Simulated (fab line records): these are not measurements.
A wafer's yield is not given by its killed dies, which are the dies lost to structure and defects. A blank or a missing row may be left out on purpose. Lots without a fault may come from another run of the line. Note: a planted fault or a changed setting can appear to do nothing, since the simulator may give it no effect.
fab line records	flow nandHarc
[record] lots = 24	wafers = 72	lastDay = 33
route steps=1302 shown P_STI@90 P_GATE@122 P_CONTACT@242
lots that met no fault: taken from a fault-free run of the same line
startH: hours from the record's opening day to when the first of the lot's shown wafers began	waitH: hours since the lot's step before	" same as the row above	L1.1+2: several wafers, shown together as one row	- no value present, or no start provided	* or withheld: withheld	< > ~ a bound
route shown NAME@n: a module of which the file shows steps, and the number in the route of the first	usual: mean and standard deviation over wafers with no fault	same: alike in all rows	chamber/n: place in a boat	sites: the reading at each site	_std_site: the standard deviation of these	_edge_site: the outer-site mean with the inner-site mean subtracted	radiusMm: for every site, how far away it sits from the centre of the wafer	mask NAME#n: copy n	behind: tool/chamber where the wafer was last shaped	hold: why the lot went on hold/how many hours it stayed there/how the hold came to an end	device: transistor that didn't switch, given as n, p or np	end of line: tests of these same wafers at the route's end	a step without rows: its recipe alone	killed: at the first sort, the dies lost to defects and structure; wafer yield is something else	map: dies across one wafer; x = killed, . = not, _ = none there
set.NAME: the run value of the setting; set.NAME@STEP: its run value at that earlier step	model.NAME: the simulator's own value behind a step, which no gauge read
a sample of lots followed through the steps of the route, with each step as a table and each wafer as a row
services: when a tool's chamber went out of use (startH, in hours from the record's first day, below 0 if earlier), for how many hours, and the reason
[[steps]]
[step NHARC_P_STI_ETCH_15]
[recipe] targetDepthA = 3000	taperDeg = 4	timeS = 100.1	hbrFlowSccm = 150	cl2FlowSccm = 50	rfW = 400	icpW = 400	biasW = 100	chemistry = HBr/Cl2
[usual] drypumpMotorCurrentA = 6.1/0.41	mfcCl2Sccm = 49.99/0.16	oesProductAu = 1.004/0.012	throttleValvePct = 26.406/0.01
lot.wafer	tool	chamber	startH	waitH	drypumpMotorCurrentA	mfcCl2Sccm	oesProductAu	rfHoursCounterH	throttleValvePct
L074.3	rieSi-05	1	49.93	-	5.6	49.89	1.005	0.7	26.398
L074.4	"	3	"	"	6.1	49.78	1.011	0.6	26.423
L074.2	"	0	"	"	6.4	49.95	1.020	0.6	26.437
L075.4	rieSi-02	0	58.63	-	5.0	50.03	1.024	0.9	26.402
L075.1	"	1	"	"	6.3	49.88	1.002	0.8	26.388
L075.2	"	2	"	"	5.9	49.84	1.000	0.9	26.402
L076.3	rieSi-05	2	65.01	-	6.3	49.98	0.984	0.8	26.388
L076.1	"	3	"	"	6.1	50.09	0.990	0.7	26.396
L076.5	"	1	"	"	5.6	49.88	1.007	-	26.389
L077.3	rieSi-03	1	73.61	-	6.1	50.34	1.007	0.1	26.404
L077.4	"	3	"	"	6.1	49.81	1.002	0.1	26.420
L077.1	"	0	"	"	6.5	50.01	0.988	0.1	26.399
L078.1	rieSi-05	3	83.59	-	6.1	49.92	0.994	0.8	26.436
L078.3	"	1	"	"	5.6	50.14	0.984	1.0	26.403
L078.6	"	3	"	"	6.1	49.98	0.991	-	26.407
L079.3	rieSi-03	1	94.52	-	6.2	49.89	1.009	0.3	26.395
L079.4	"	2	"	"	5.8	49.83	1.009	0.3	26.400
L079.6	"	3	"	"	6.1	50.25	0.994	-	26.404
L080.4	rieSi-05	2	105.32	-	6.3	49.92	0.985	1.0	26.399
L080.2	"	0	"	"	6.5	50.15	1.012	1.0	26.399
L080.5	"	2	"	"	6.3	49.70	0.987	-	26.405
L081.1	rieSi-05	0	117.80	-	6.5	49.87	1.012	1.1	26.380
L081.3	"	1	"	"	5.6	49.75	0.999	1.3	26.400
L081.4	"	3	"	"	6.1	49.85	0.991	1.0	26.419
L082.2	rieSi-03	2	125.14	-	5.8	50.35	1.008	0.5	26.400
L082.1	"	3	"	"	6.1	50.03	0.999	0.5	26.405
L082.5	"	2	"	"	5.8	50.21	1.008	-	26.409
L083.2	rieSi-02	2	134.48	-	5.9	49.94	1.024	0.2	26.398
L083.4	"	1	"	"	6.3	49.93	1.002	0.1	26.397
L083.5	"	3	"	"	6.6	50.18	1.016	-	26.411
L084.1	rieSi-05	3	144.64	-	6.1	50.23	1.006	0.0	26.426
L084.3	"	1	"	"	5.6	49.80	1.007	0.0	26.406
L084.4	"	2	"	"	6.4	49.90	1.009	0.0	26.403
L085.6	rieSi-02	3	155.76	-	6.6	49.86	1.015	-	26.403
L085.5	"	0	"	"	5.0	49.65	0.998	-	26.406
L085.4	"	2	"	"	5.9	50.06	1.022	-	26.423
L086.2	rieSi-05	1	163.18	-	5.6	50.08	1.009	0.1	26.393
L086.1	"	3	"	"	6.1	50.05	1.014	0.2	26.419
L086.4	"	0	"	"	6.5	49.97	0.983	0.2	26.408
L087.3	rieSi-05	1	178.90	-	5.6	50.03	1.010	0.2	26.407
L087.1	"	2	"	"	6.3	50.00	1.025	0.3	26.397
L087.6	"	0	"	"	6.5	50.06	0.991	-	26.406
L088.3	rieSi-02	2	185.76	-	5.9	50.03	1.030	0.5	26.416
L088.5	"	1	"	"	6.3	50.10	1.005	-	26.403
L088.6	"	2	"	"	5.9	50.03	1.020	-	26.415
L089.3	rieSi-05	0	193.15	-	6.5	50.00	0.981	0.5	26.417
L089.5	"	0	"	"	6.5	49.87	0.987	-	26.424
L089.6	"	2	"	"	6.4	50.07	1.015	-	26.410
L090.4	rieSi-05	0	203.49	-	6.5	49.64	0.985	-	26.410
L090.6	"	2	"	"	6.4	50.43	1.025	-	26.400
L090.5	"	3	"	"	6.1	49.73	1.014	-	26.411
L091.3	rieSi-05	2	214.69	-	6.3	50.02	1.022	0.6	26.410
L091.1	"	3	"	"	6.1	49.87	1.023	0.7	26.394
L091.5	"	1	"	"	5.6	50.31	0.997	-	26.390
L092.4	rieSi-05	0	223.45	-	6.5	50.03	0.994	0.8	26.412
L092.2	"	1	"	"	5.6	49.98	0.995	0.5	26.407
L092.6	"	3	"	"	6.1	50.21	1.007	-	26.410
L093.3	rieSi-02	0	236.82	-	5.1	49.89	1.001	0.7	26.415
L093.5	"	0	"	"	5.0	49.98	0.990	-	26.397
L093.6	"	1	"	"	6.3	50.27	0.998	-	26.406
L094.1	rieSi-02	3	247.15	-	6.6	50.01	1.011	0.9	26.410
L094.3	"	1	"	"	6.3	49.70	0.993	0.7	26.411
L094.4	"	2	"	"	5.9	50.15	1.010	0.9	26.388
L095.1	rieSi-03	2	255.69	-	5.8	49.73	1.007	0.2	26.411
L095.3	"	3	"	"	6.1	49.87	0.996	0.2	26.405
L095.5	"	2	"	"	5.8	50.11	1.005	-	26.397
L096.1	rieSi-05	3	264.55	-	6.1	49.86	1.010	1.0	26.395
L096.2	"	0	"	"	6.5	49.81	1.001	1.1	26.410
L096.5	"	0	"	"	6.5	49.86	0.994	-	26.398
L097.2	rieSi-05	3	272.97	-	6.1	50.00	1.005	1.1	26.413
L097.3	"	0	"	"	6.5	49.87	0.987	1.1	26.404
L097.4	"	1	"	"	5.6	50.19	0.998	0.8	26.403
[step NHARC_P_GATE_CD_MEAS_11]
[recipe] targetCdNm = 1640	landingEnergyEv = 500
[usual] cdNm = 1639.5/2
lot.wafer	tool	chamber	startH	waitH	cdNm
L074.2	cdSem-03	0	87.68	-	1640.9
L074.3	"	0	"	"	1641.4
L074.4	"	0	"	"	1637.9
L075.1	cdSem-02	0	92.91	-	1640.1
L075.2	"	0	"	"	1641.3
L075.4	"	0	"	"	1636.3
L076.1	cdSem-03	0	100.46	-	1639.5
L076.3	"	0	"	"	1640.4
L076.5	"	0	"	"	1638.6
L077.1	cdSem-01	0	110.23	-	1638.4
L077.3	"	0	"	"	1640.7
L077.4	"	0	"	"	1636.9
L078.1	cdSem-01	0	124.81	-	1636.7
L078.3	"	0	"	"	1641.0
L078.6	"	0	"	"	1638.7
L079.3	cdSem-03	0	129.40	-	1642.4
L079.4	"	0	"	"	1635.0
L079.6	"	0	"	"	1640.6
L080.2	cdSem-03	0	141.57	-	1643.5
L080.4	"	0	"	"	1638.8
L080.5	"	0	"	"	1639.8
L081.1	cdSem-02	0	160.42	-	1636.7
L081.3	"	0	"	"	1637.6
L081.4	"	0	"	"	1637.4
L082.1	cdSem-01	0	166.38	-	1641.5
L082.2	"	0	"	"	1639.4
L082.5	"	0	"	"	1637.4
L083.2	cdSem-01	0	173.13	-	1639.8
L083.4	"	0	"	"	1640.3
L083.5	"	0	"	"	1640.5
L084.1	cdSem-02	0	180.69	-	1638.8
L084.3	"	0	"	"	1641.2
L084.4	"	0	"	"	1640.4
L085.4	cdSem-03	0	192.50	-	1641.4
L085.5	"	0	"	"	1639.2
L085.6	"	0	"	"	1639.3
L086.1	cdSem-03	0	197.32	-	1640.7
L086.2	"	0	"	"	1644.4
L086.4	"	0	"	"	1638.7
L089.3	cdSem-01	0	225.19	-	1638.1
L089.5	"	0	"	"	1638.3
L089.6	"	0	"	"	1638.5
L087.1	cdSem-02	0	225.34	-	1639.9
L087.3	"	0	"	"	1638.1
L087.6	"	0	"	"	1636.4
L088.3	cdSem-02	0	225.51	-	1641.1
L088.5	"	0	"	"	1636.2
L088.6	"	0	"	"	1637.2
L090.4	cdSem-01	0	240.13	-	1639.3
L090.5	"	0	"	"	1640.6
L090.6	"	0	"	"	1637.0
L091.1	cdSem-02	0	253.52	-	1638.5
L091.3	"	0	"	"	1639.7
L091.5	"	0	"	"	1642.3
L092.2	cdSem-02	0	260.71	-	1638.6
L092.4	"	0	"	"	1640.6
L092.6	"	0	"	"	1641.4
L093.3	cdSem-02	0	273.06	-	1641.9
L093.5	"	0	"	"	1638.6
L093.6	"	0	"	"	1640.3
L094.1	cdSem-03	0	287.05	-	1637.2
L094.3	"	0	"	"	1641.2
L094.4	"	0	"	"	1637.7
L095.1	cdSem-02	0	287.21	-	1641.6
L095.3	"	0	"	"	1641.5
L095.5	"	0	"	"	1638.9
L096.1	cdSem-02	0	300.24	-	1641.5
L096.2	"	0	"	"	1640.4
L096.5	"	0	"	"	1641.6
L097.2	cdSem-03	0	307.60	-	1637.8
L097.3	"	0	"	"	1638.4
L097.4	"	0	"	"	1640.9
[step NHARC_P_GATE_CD_MEAS_26]
[recipe] targetCdNm = 120	landingEnergyEv = 500
[usual] cdNm = 120.1/0.69
lot.wafer	tool	chamber	startH	waitH	cdNm
L074.2	cdSem-01	0	101.62	-	120.6
L074.3	"	0	"	"	120.6
L074.4	"	0	"	"	119.1
L075.1	cdSem-02	0	109.86	-	119.9
L075.2	"	0	"	"	121.1
L075.4	"	0	"	"	119.5
L076.1	cdSem-03	0	114.58	-	120.0
L076.3	"	0	"	"	120.4
L076.5	"	0	"	"	119.7
L077.1	cdSem-03	0	126.08	-	120.0
L077.3	"	0	"	"	120.6
L077.4	"	0	"	"	120.0
L078.1	cdSem-02	0	139.52	-	121.2
L078.3	"	0	"	"	120.1
L078.6	"	0	"	"	119.9
L079.3	cdSem-01	0	143.24	-	120.2
L079.4	"	0	"	"	119.9
L079.6	"	0	"	"	118.8
L080.2	cdSem-02	0	155.23	-	122.0
L080.4	"	0	"	"	120.3
L080.5	"	0	"	"	121.2
L081.1	cdSem-02	0	174.60	-	119.5
L081.3	"	0	"	"	119.4
L081.4	"	0	"	"	119.8
L082.1	cdSem-03	0	181.00	-	120.9
L082.2	"	0	"	"	120.9
L082.5	"	0	"	"	121.0
L083.2	cdSem-03	0	188.79	-	120.1
L083.4	"	0	"	"	119.3
L083.5	"	0	"	"	118.8
L084.1	cdSem-02	0	196.64	-	120.2
L084.3	"	0	"	"	120.2
L084.4	"	0	"	"	120.1
L085.4	cdSem-03	0	208.84	-	120.2
L085.5	"	0	"	"	120.0
L085.6	"	0	"	"	120.6
L086.1	cdSem-01	0	213.21	-	119.9
L086.2	"	0	"	"	119.6
L086.4	"	0	"	"	119.9
L089.3	cdSem-01	0	239.06	-	120.2
L089.5	"	0	"	"	120.0
L089.6	"	0	"	"	119.3
L088.3	cdSem-01	0	239.65	-	120.0
L088.5	"	0	"	"	119.6
L088.6	"	0	"	"	120.2
L087.1	cdSem-01	0	239.99	-	120.0
L087.3	"	0	"	"	119.7
L087.6	"	0	"	"	120.9
L090.4	cdSem-02	0	259.84	-	119.9
L090.5	"	0	"	"	120.3
L090.6	"	0	"	"	119.7
L091.1	cdSem-02	0	267.75	-	119.6
L091.3	"	0	"	"	119.0
L091.5	"	0	"	"	119.9
L092.2	cdSem-01	0	274.53	-	120.7
L092.4	"	0	"	"	120.9
L092.6	"	0	"	"	119.1
L093.3	cdSem-01	0	287.39	-	120.3
L093.5	"	0	"	"	120.5
L093.6	"	0	"	"	119.7
L095.1	cdSem-01	0	303.00	-	120.6
L095.3	"	0	"	"	118.8
L095.5	"	0	"	"	121.4
L094.1	cdSem-02	0	303.64	-	119.7
L094.3	"	0	"	"	121.4
L094.4	"	0	"	"	121.2
L096.1	cdSem-03	0	320.38	-	120.5
L096.2	"	0	"	"	120.3
L096.5	"	0	"	"	120.6
L097.2	cdSem-02	0	324.67	-	119.5
L097.3	"	0	"	"	121.3
L097.4	"	0	"	"	120.8
[step NHARC_P_GATE_INSPECT_28]
[usual] rawDefectCount = 7/3.2
lot.wafer	tool	chamber	startH	waitH	rawDefectCount
L074.2	defectInspect-02	-	101.74	0.0	11
L074.3	"	-	"	"	9
L074.4	"	-	"	"	15
L075.1	defectInspect-02	-	109.99	0.0	11
L075.2	"	-	"	"	8
L075.4	"	-	"	"	5
L076.1	defectInspect-01	-	114.71	0.0	1
L076.3	"	-	"	"	4
L076.5	"	-	"	"	6
L077.1	defectInspect-02	-	126.20	0.0	9
L077.3	"	-	"	"	7
L077.4	"	-	"	"	4
L078.1	defectInspect-02	-	139.65	0.0	7
L078.3	"	-	"	"	3
L078.6	"	-	"	"	8
L079.3	defectInspect-02	-	143.36	0.0	6
L079.4	"	-	"	"	3
L079.6	"	-	"	"	4
L080.2	defectInspect-01	-	155.35	0.0	11
L080.4	"	-	"	"	9
L080.5	"	-	"	"	13
L081.1	defectInspect-02	-	174.72	0.0	6
L081.3	"	-	"	"	11
L081.4	"	-	"	"	9
L082.1	defectInspect-01	-	181.12	0.0	7
L082.2	"	-	"	"	7
L082.5	"	-	"	"	9
L083.2	defectInspect-01	-	188.92	0.0	5
L083.4	"	-	"	"	4
L083.5	"	-	"	"	5
L084.1	defectInspect-02	-	196.77	0.0	3
L084.3	"	-	"	"	0
L084.4	"	-	"	"	9
L085.4	defectInspect-02	-	208.96	0.0	3
L085.5	"	-	"	"	5
L085.6	"	-	"	"	7
L086.1	defectInspect-01	-	213.34	0.0	10
L086.2	"	-	"	"	6
L086.4	"	-	"	"	10
L089.3	defectInspect-02	-	239.18	0.0	3
L089.5	"	-	"	"	5
L089.6	"	-	"	"	5
L088.3	defectInspect-02	-	239.77	0.0	4
L088.5	"	-	"	"	6
L088.6	"	-	"	"	2
L087.1	defectInspect-02	-	240.11	0.0	8
L087.3	"	-	"	"	7
L087.6	"	-	"	"	2
L090.4	defectInspect-02	-	259.95	0.0	8
L090.5	"	-	"	"	5
L090.6	"	-	"	"	3
L091.1	defectInspect-02	-	267.88	0.0	6
L091.3	"	-	"	"	7
L091.5	"	-	"	"	5
L092.2	defectInspect-02	-	274.66	0.0	7
L092.4	"	-	"	"	8
L092.6	"	-	"	"	18
L093.3	defectInspect-02	-	287.51	0.0	8
L093.5	"	-	"	"	9
L093.6	"	-	"	"	8
L095.1	defectInspect-02	-	303.12	0.0	6
L095.3	"	-	"	"	10
L095.5	"	-	"	"	7
L094.1	defectInspect-02	-	303.76	0.0	2
L094.3	"	-	"	"	9
L094.4	"	-	"	"	9
L096.1	defectInspect-01	-	320.51	0.0	6
L096.2	"	-	"	"	4
L096.5	"	-	"	"	5
L097.2	defectInspect-02	-	324.79	0.0	9
L097.3	"	-	"	"	4
L097.4	"	-	"	"	7
[step NHARC_P_CONTACT_STRIP_28]
[recipe] o2FlowSccm = 500	arFlowSccm = 0	biasW = 0	chemistry = O2
[usual] drypumpMotorCurrentA = 5.6/0.4	oesProductAu = 0.999/0.014	rfVppV = 57.8/0.91	showerheadPlenumPTorr = 3.53/0.16	throttleValvePct = 17.036/0.0087
lot.wafer	tool	chamber	startH	waitH	drypumpMotorCurrentA	oesProductAu	rfHoursCounterH	rfVppV	showerheadPlenumPTorr	throttleValvePct
L074.3	rieDiel-06	2	122.76	0.1	5.6	0.986	3.6	57.7	3.41	17.026
L074.2	"	0	"	"	6.0	0.998	3.8	56.2	3.42	17.028
L074.4	"	1	"	"	5.9	0.988	3.7	57.8	3.36	17.041
L075.2	rieDiel-04	3	131.10	0.1	5.6	0.993	4.2	58.4	3.66	17.043
L075.4	"	0	"	"	5.6	1.000	4.4	58.6	3.59	17.032
L075.1	"	1	"	"	6.4	1.002	4.4	58.7	3.55	17.031
L076.1	rieDiel-03	3	135.70	0.1	5.5	1.011	1.7	58.2	3.72	17.042
L076.3	"	0	"	"	6.0	0.988	1.5	57.6	3.33	17.019
L076.5	"	3	"	"	5.5	1.022	-	57.4	3.72	17.040
L077.1	rieDiel-03	2	147.27	0.1	4.8	1.004	1.8	58.1	3.61	17.023
L077.4	"	0	"	"	6.0	0.978	2.5	58.1	3.33	17.025
L077.3	"	1	"	"	5.9	0.983	2.0	58.6	3.39	17.049
L078.1	rieDiel-06	1	167.47	0.1	5.9	0.993	0.5	57.9	3.36	17.037
L078.3	"	3	"	"	5.3	1.017	0.5	59.3	3.79	17.040
L078.6	"	1	"	"	5.8	1.002	-	57.9	3.36	17.042
L079.4	rieDiel-06	0	168.54	0.1	6.0	1.004	0.5	59.1	3.42	17.027
L079.3	"	1	"	"	5.8	0.989	0.5	57.3	3.36	17.042
L079.6	"	0	"	"	5.9	0.999	-	57.6	3.42	17.037
L080.4	rieDiel-06	3	176.40	0.1	5.2	1.020	0.7	58.9	3.79	17.046
L080.2	"	0	"	"	6.0	1.013	0.6	57.9	3.42	17.034
L080.5	"	0	"	"	5.9	1.016	-	57.5	3.42	17.038
L081.4	rieDiel-04	1	198.35	0.1	6.4	1.019	0.2	57.6	3.55	17.030
L081.3	"	2	"	"	5.2	0.996	0.1	57.6	3.66	17.038
L081.1	"	0	"	"	5.6	1.021	0.1	57.4	3.59	17.048
L082.2	rieDiel-06	2	202.95	0.1	5.6	1.017	0.9	58.6	3.41	17.033
L082.1	"	1	"	"	5.9	1.007	0.9	57.3	3.36	17.032
L082.5	"	3	"	"	5.3	1.024	-	60.0	3.79	17.027
L083.4	rieDiel-06	0	209.93	0.1	6.0	1.002	1.2	57.3	3.42	17.035
L083.2	"	1	"	"	5.9	1.012	1.1	57.3	3.36	17.038
L083.5	"	3	"	"	5.3	1.025	-	59.7	3.79	17.022
L084.3	rieDiel-04	2	217.96	0.1	5.3	0.980	0.8	58.9	3.66	17.029
L084.1	"	0	"	"	5.6	1.001	0.7	58.1	3.59	17.023
L084.4	"	1	"	"	6.4	1.016	0.8	58.1	3.55	17.041
L085.5	rieDiel-03	0	229.90	0.1	6.0	0.982	-	57.4	3.33	17.030
L085.4	"	1	"	"	5.9	0.988	-	58.2	3.38	17.037
L085.6	"	2	"	"	4.8	1.016	-	58.0	3.61	17.029
L086.2	rieDiel-04	0	236.66	0.1	5.6	0.990	1.2	57.3	3.59	17.035
L086.1	"	1	"	"	6.4	1.009	1.2	57.9	3.55	17.038
L086.4	"	1	"	"	6.4	1.002	-	57.3	3.55	17.042
L089.3	rieDiel-03	1	260.95	0.1	6.0	0.990	10.4	57.5	3.38	17.042
L089.6	"	0	"	"	6.0	0.983	-	57.7	3.33	17.023
L089.5	"	1	"	"	6.0	0.986	-	58.8	3.38	17.022
L088.3	rieDiel-03	1	261.92	0.1	6.0	0.991	10.4	56.7	3.38	17.024
L088.5	"	1	"	"	5.9	0.991	-	58.5	3.38	17.033
L088.6	"	2	"	"	4.8	1.013	-	58.5	3.61	17.039
L087.1	rieDiel-06	3	264.64	0.1	5.3	0.997	2.7	57.6	3.79	17.030
L087.3	"	0	"	"	6.0	0.996	2.6	57.3	3.41	17.040
L087.6	"	3	"	"	5.3	1.005	-	58.4	3.79	17.050
L090.4	rieDiel-04	3	280.94	0.1	5.6	0.988	2.7	56.5	3.65	17.043
L090.5	"	3	"	"	5.6	0.997	-	57.9	3.65	17.042
L090.6	"	0	"	"	5.6	0.998	-	57.6	3.59	17.042
L091.3	rieDiel-04	2	288.94	0.1	5.3	0.992	2.6	55.9	3.66	17.056
L091.1	"	1	"	"	6.4	0.988	2.5	56.3	3.55	17.055
L091.5	"	2	"	"	5.3	0.985	-	57.0	3.66	17.048
L092.4	rieDiel-06	0	295.79	0.1	6.0	1.002	3.5	57.1	3.41	17.036
L092.2	"	2	"	"	5.6	1.003	3.6	57.1	3.41	17.043
L092.6	"	3	"	"	5.2	1.007	-	56.8	3.79	17.046
L093.3	rieDiel-03	1	309.76	0.1	6.0	0.987	2.0	57.8	3.38	17.045
L093.5	"	0	"	"	6.0	0.968	-	57.5	3.33	17.035
L093.6	"	1	"	"	6.0	0.988	-	57.1	3.38	17.022
L095.1	rieDiel-03	1	324.22	0.1	6.0	0.992	2.6	56.7	3.38	17.034
L095.3	"	3	"	"	5.5	0.989	2.2	57.5	3.71	17.030
L095.5	"	0	"	"	6.0	0.988	-	57.6	3.33	17.034
L094.1	rieDiel-03	0	324.97	0.1	6.0	0.972	2.4	57.0	3.33	17.032
L094.4	"	1	"	"	5.9	0.997	2.7	57.5	3.38	17.034
L094.3	"	2	"	"	4.8	1.002	2.4	58.6	3.60	17.032
L096.2	rieDiel-06	2	341.53	0.1	5.6	0.997	0.7	57.2	3.41	17.026
L096.1	"	3	"	"	5.3	1.009	0.6	58.7	3.79	17.043
L096.5	"	0	"	"	6.0	1.010	-	58.6	3.41	17.019
L097.4	rieDiel-03	2	345.72	0.1	4.8	0.999	3.6	57.1	3.60	17.037
L097.2	"	0	"	"	6.0	0.965	3.7	58.0	3.33	17.023
L097.3	"	1	"	"	5.9	0.996	3.9	58.6	3.38	17.049
[step NHARC_P_CONTACT_ALD_22]
[recipe] targetThkA = 30	pulseTimeS = 1	aldCycles = 150	tempC = 450	material = TiN
[usual] heaterPowerOuterW = 712/100	heaterPowerW = 1097/120	precursorPulseHeightRel = 1.000/0.02
lot.wafer	tool	chamber	startH	waitH	heaterPowerOuterW	heaterPowerW	precursorPulseHeightRel
L074.3	aldMetal-03	0	123.64	-	646	1007	1.005
L074.2	"	2	"	"	636	1161	1.026
L074.4	"	3	"	"	656	1062	1.018
L075.4	aldMetal-04	1	131.96	-	788	1184	1.009
L075.2	"	2	"	"	630	983	0.982
L075.1	"	3	"	"	893	1261	0.992
L076.3	aldMetal-03	1	136.57	-	650	1013	0.996
L076.1	"	2	"	"	657	1173	1.033
L076.5	"	2	"	"	640	1158	0.975
L077.3	aldMetal-04	0	148.17	-	679	1001	1.010
L077.4	"	1	"	"	781	1211	0.995
L077.1	"	2	"	"	627	938	1.004
L078.3	aldMetal-04	0	168.37	-	675	1044	0.974
L078.1	"	2	"	"	636	955	0.986
L078.6	"	3	"	"	891	1243	1.026
L079.4	aldMetal-03	0	169.46	-	632	975	1.001
L079.3	"	1	"	"	663	988	0.946
L079.6	"	2	"	"	637	1207	1.022
L080.2	aldMetal-04	0	177.30	-	674	1035	0.990
L080.4	"	1	"	"	789	1214	1.022
L080.5	"	0	"	"	688	1027	0.993
L081.3	aldMetal-04	1	199.25	-	793	1167	0.996
L081.1	"	2	"	"	629	968	0.975
L081.4	"	3	"	"	885	1258	1.003
L082.1	aldMetal-01	3	203.86	-	814	1308	0.980
L082.2	"	0	"	"	625	1057	1.040
L082.5	"	2	"	"	894	1289	0.995
L083.4	aldMetal-04	3	210.80	-	856	1235	1.026
L083.2	"	0	"	"	701	1014	1.002
L083.5	"	2	"	"	627	957	1.023
L084.3	aldMetal-04	2	218.87	-	634	970	1.025
L084.4	"	0	"	"	699	1041	1.031
L084.1	"	1	"	"	812	1167	1.012
L085.4	aldMetal-01	0	230.77	-	615	1042	0.992
L085.5	"	3	"	"	821	1281	0.984
L085.6	"	0	"	"	612	1057	0.960
L086.1	aldMetal-04	2	237.57	-	618	981	1.004
L086.4	"	3	"	"	863	1268	1.002
L086.2	"	1	"	"	820	1222	0.996
L089.3	aldMetal-04	0	261.83	-	692	1032	1.008
L089.6	"	3	"	"	891	1210	1.023
L089.5	"	0	"	"	696	1010	1.053
L088.3	aldMetal-01	3	262.86	-	823	1300	1.027
L088.5	"	0	"	"	621	1078	1.038
L088.6	"	1	"	"	598	940	0.979
L087.3	aldMetal-03	2	265.59	-	631	1125	0.944
L087.1	"	0	"	"	623	941	0.995
L087.6	"	2	"	"	628	1107	0.993
L090.4	aldMetal-03	1	281.82	-	665	987	1.031
L090.6	"	1	"	"	667	993	0.977
L090.5	"	2	"	"	631	1114	0.997
L091.1	aldMetal-01	0	289.95	-	624	1046	1.040
L091.3	"	2	"	"	887	1248	0.992
L091.5	"	3	"	"	822	1364	1.007
L092.2	aldMetal-01	3	296.65	-	832	1311	0.953
L092.4	"	2	"	"	896	1285	1.026
L092.6	"	3	"	"	828	1307	1.015
L093.3	aldMetal-04	1	310.62	-	807	1245	0.974
L093.6	"	1	"	"	831	1272	0.991
L093.5	"	2	"	"	588	915	1.005
L095.3	aldMetal-04	2	325.10	-	576	922	0.999
L095.1	"	3	"	"	841	1214	0.995
L095.5	"	2	"	"	585	907	0.964
L094.1	aldMetal-03	3	325.88	-	653	1089	1.012
L094.4	"	0	"	"	629	957	0.997
L094.3	"	1	"	"	627	1018	0.987
L096.1	aldMetal-03	2	342.39	-	648	1140	0.957
L096.2	"	0	"	"	615	991	0.965
L096.5	"	3	"	"	656	1040	1.032
L097.3	aldMetal-04	2	346.60	-	574	917	1.007
L097.2	"	0	"	"	708	1055	1.007
L097.4	"	1	"	"	827	1225	1.016
[[services]]
tool	chamber	startH	hours	kind
aldMetal-03	-	34.00	10.0	pm
rieSi-05	0	39.27	6.6	repair
rieSi-02	3	42.15	10.2	repair
rieSi-02	3	68.11	12.0	repair
rieDiel-04	2	73.08	10.1	repair
aldMetal-03	3	81.12	17.5	repair
rieSi-02	2	90.01	4.5	repair
rieSi-02	-	100.00	9.0	pm
rieDiel-03	-	104.30	9.0	pm
aldMetal-04	-	118.00	10.0	pm
rieSi-05	-	128.00	9.0	pm
rieDiel-06	-	130.24	9.0	pm
rieDiel-04	-	133.97	0.6	repair
rieDiel-03	0	157.28	7.6	repair
rieSi-05	1	183.54	19.9	repair
aldMetal-03	-	212.00	10.0	pm
rieDiel-03	3	224.30	29.8	repair
aldMetal-03	3	236.34	9.2	repair
aldMetal-03	-	266.05	0.9	repair
rieDiel-03	-	281.30	9.0	pm
aldMetal-03	-	292.82	0.7	repair
aldMetal-04	-	296.00	10.0	pm
rieSi-05	-	305.00	9.0	pm
rieDiel-06	-	307.24	9.0	pm
[[key]]
fault none
